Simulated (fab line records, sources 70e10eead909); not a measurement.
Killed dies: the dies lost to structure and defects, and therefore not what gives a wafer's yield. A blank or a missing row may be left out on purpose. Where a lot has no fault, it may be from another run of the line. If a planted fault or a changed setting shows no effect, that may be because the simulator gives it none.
Chamber matching	flow nand harc	3 sister chambers for NHARC_P_GATE_DEP_103 on pecvd-02
The step deposits SiON, target thk 30 nm. 3 wafers are shown with their chamber, then 7 later ones without.

## WAFERS WITH THEIR CHAMBER
wafer	chamber	heater power w (W)
L872.1	0	586
L882.1	1	776
L882.3	2	795

## WAFERS WITH NO CHAMBER GIVEN
wafer	heater power w (W)
L882.6	798
L884.1	690
L884.4	829
L884.6	701
L885.3	775
L885.4	705
L885.6	773

## CHAMBER TAKEN BY EACH
wafer	from the rows above	in truth
L882.6	can't be placed: 2 or 1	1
L884.1	can't be placed: 1 or 0 or 2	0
L884.4	can't be placed: 2 or 1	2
L884.6	can't be placed: 1 or 2 or 0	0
L885.3	can't be placed: 1 or 2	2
L885.4	can't be placed: 1 or 2 or 0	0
L885.6	can't be placed: 1 or 2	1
0 of 7 placed correctly. From these rows, 7 cannot be placed; in 7 the true chamber is one of the candidates. Wrongly placed: 0.
How it was worked out, from the rows above alone: a wafer's distance from a chamber is the root of the sum, over the readings, of the square of ((its reading less the chamber's mean) divided by the reading's scatter). The wafer belongs to the nearest chamber; if the next one is less than 2 further off, it can't be placed. A chamber's mean is the mean of its shown wafers. The scatter: root of mean squared gap, hidden wafer to nearest shown wafer, with one shown wafer a chamber.
